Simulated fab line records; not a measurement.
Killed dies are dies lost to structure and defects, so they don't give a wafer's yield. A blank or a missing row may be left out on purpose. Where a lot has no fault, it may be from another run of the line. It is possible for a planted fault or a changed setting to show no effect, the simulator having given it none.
Matching of chambers | flow nand-harc | 4 sister chambers for NHARC_A_STAIRCASE_ETCHBACK_422 on rie-diel-07
The step etches the open film in CH3F/O2, target depth 40 nm, time 74.286 s. 4 wafers are shown with their chamber, then 8 later ones without.

== WAFERS, EACH WITH ITS CHAMBER ==
wafer  | chamber | drypump-motor-current-A (A)
L081.6 | 2       | 5.8
L084.4 | 1       | 6.3
L084.6 | 0       | 5.1
L086.4 | 3       | 6.0

== WAFERS WITHOUT THEIR CHAMBER ==
wafer  | drypump-motor-current-A (A)
L086.5 | 6.0
L086.6 | 5.7
L093.1 | 5.1
L093.5 | 6.3
L093.6 | 5.1
L096.2 | 5.1
L096.4 | 5.8
L096.5 | 5.7

== CHAMBER TAKEN BY EACH ==
wafer  | from the rows above | in truth
L086.5 | 3                   | 3
L086.6 | 2                   | 2
L093.1 | 0                   | 0
L093.5 | 1                   | 1
L093.6 | 0                   | 0
L096.2 | 0                   | 0
L096.4 | 2                   | 2
L096.5 | 2                   | 2
8 of 8 placed correctly. Not placeable from these rows: 0. Wrongly placed: 0.
How it was worked out, from the rows above alone: a wafer's distance from a chamber is the root of the sum, over the readings, of the square of ((its reading less the chamber's mean) divided by the reading's scatter). The wafer belongs to the nearest chamber; if the next one is less than 2 further off, it can't be placed. The mean given for a chamber averages the wafers shown for that chamber. The scatter: root of mean squared gap, hidden wafer to nearest shown wafer, with one shown wafer a chamber.
